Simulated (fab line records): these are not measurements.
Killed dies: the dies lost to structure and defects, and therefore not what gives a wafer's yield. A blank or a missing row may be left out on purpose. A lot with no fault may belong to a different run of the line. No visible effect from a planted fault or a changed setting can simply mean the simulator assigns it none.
Split-lot study -- flow n5Finfet -- 21 wafers read across 7 lots, on a route 1938 steps long

## THE SPLIT ITSELF
At N5_BEOL_M13_COAT_58 (time 60 s, resist thk 89 nm), the setting spinRpm was moved away from the recipe's 1500 rpm on 6 of the 21 wafers read, by -10.8% to +3.1%. For the rest of the wafers, this setting stayed at what the recipe calls for.

## FROM THE SPLIT TO THE READING: what the file shows between them, 4 steps
- N5_BEOL_M13_COAT_04: resist thk 400 nm (also split here: spinRpm)
- N5_BEOL_M13_EBR_06
- N5_BEOL_M13_SOFTBAKE_05: time 60 s
- N5_BEOL_M13_DESCUM_15: chemistry O2, time 7.9 s

## THE READING
etch.depthNm (the simulator's own value, which no gauge read), in nm, at N5_BEOL_M13_ETCH_59 (etches BARC in N2/H2, target depth 89 nm, overetch 26.7 nm, time 67.9 s). The file does not state a usual value for it. Average 89.02 nm, standard deviation 0.19 nm, over the 15 wafers here run with the recipe.

wafer,"tool, chamber at the split","spinRpm as run, rpm",against the recipe,"etch.depthNm, nm",against lot-mates on the recipe
L075.1,"lithoTrack-01, 0",1547,+3.1%,87.68,-1.60
L075.2,"lithoTrack-01, 0",1500,recipe,89.27,-
L075.4,"lithoTrack-01, 0",1500,recipe,89.29,-
L078.2,"lithoTrack-04, 0",1500,recipe,89.14,-
L078.5,"lithoTrack-04, 0",1500,recipe,89.04,-
L078.6,"lithoTrack-04, 0",1500,recipe,89.02,-
L080.2,"lithoTrack-01, 0",1371,-8.6%,92.81,+4.13
L080.3,"lithoTrack-01, 0",1371,-8.6%,92.58,+3.90
L080.5,"lithoTrack-01, 0",1500,recipe,88.68,-
L082.3,"lithoTrack-03, 0",1500,recipe,89.14,-
L082.4,"lithoTrack-03, 0",1500,recipe,88.97,-
L082.5,"lithoTrack-03, 0",1500,recipe,88.66,-
L079.1,"lithoTrack-01, 0",1500,recipe,88.89,-
L079.3,"lithoTrack-01, 0",1500,recipe,88.96,-
L079.4,"lithoTrack-01, 0",1500,recipe,88.88,-
L088.1,"lithoTrack-03, 0",1500,recipe,89.01,-
L088.5,"lithoTrack-03, 0",1338,-10.8%,94.39,+5.38
L088.6,"lithoTrack-03, 0",1338,-10.8%,94.26,+5.25
L089.1,"lithoTrack-01, 0",1500,recipe,89.24,-
L089.4,"lithoTrack-01, 0",1500,recipe,89.18,-
L089.6,"lithoTrack-01, 0",1423,-5.1%,91.85,+2.64

FIT RESULTS
A straight line over all 21 wafers: etch.depthNm changes by -0.469 nm for each +1% of spinRpm; r = -0.99; the points scatter about the line by 0.24 nm.
The same after taking each lot's own level away (the mean of its wafers on the recipe; 21 wafers): -0.486 nm for each +1%; r = -1.00; scatter 0.12 nm.
On that fit, the largest move of spinRpm shifts the reading by 5.2 nm.
From 88.680 to 89.280 nm: that is the span of the lots' own levels, equal to 3.2 times the standard deviation above.
The two slopes agree, so the slope changes little with the lot-to-lot level.
Check: +5.18 nm against its lot-mates is what the line predicts for one of the wafers moved furthest among these (-10.8%) when that wafer is left out of the fit. It came out at +5.38 nm against them.

## THESE WAFERS: OTHER SPLITS
Note: prior to the reading, these wafers also went through further splits. Each is held against what the fit with the lots' levels taken away leaves over:
other split on the same wafers,wafers away from the commonest value,r with etch.depthNm (lot level and that fit taken away)
N5_BEOL_M11_PECVD_70 tempC,9,-0.16
N5_BEOL_M12_ETCH_59 biasW,6,-0.12
N5_BEOL_M13_COAT_04 spinRpm,8,+0.05

## THE WHOLE CHAIN: every reading that the file lists as answering this split, in the file's order
step,what it does,reading,change (the file's fit),r (the file's)
N5_BEOL_M13_COAT_58,"time 60 s, resist thk 89 nm","BARC_of_BEOL_M13_COAT_58.thkNm (the simulator's own value, which no gauge read)",-0.489 nm for each +1% of the setting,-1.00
N5_BEOL_M13_ETCH_59,"etches BARC in N2/H2, target depth 89 nm, overetch 26.7 nm, time 67.9 s","etch.depthNm (the simulator's own value, which no gauge read)",-0.487 nm for each +1% of the setting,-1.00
N5_BEOL_M13_STRIP_64,strips in N2/H2,stripTimeToEndpointS,withheld for each +1% of the setting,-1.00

## THE FILE'S OWN FIT
etch.depthNm changes by -0.487 nm for each +1% of spinRpm, r = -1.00.
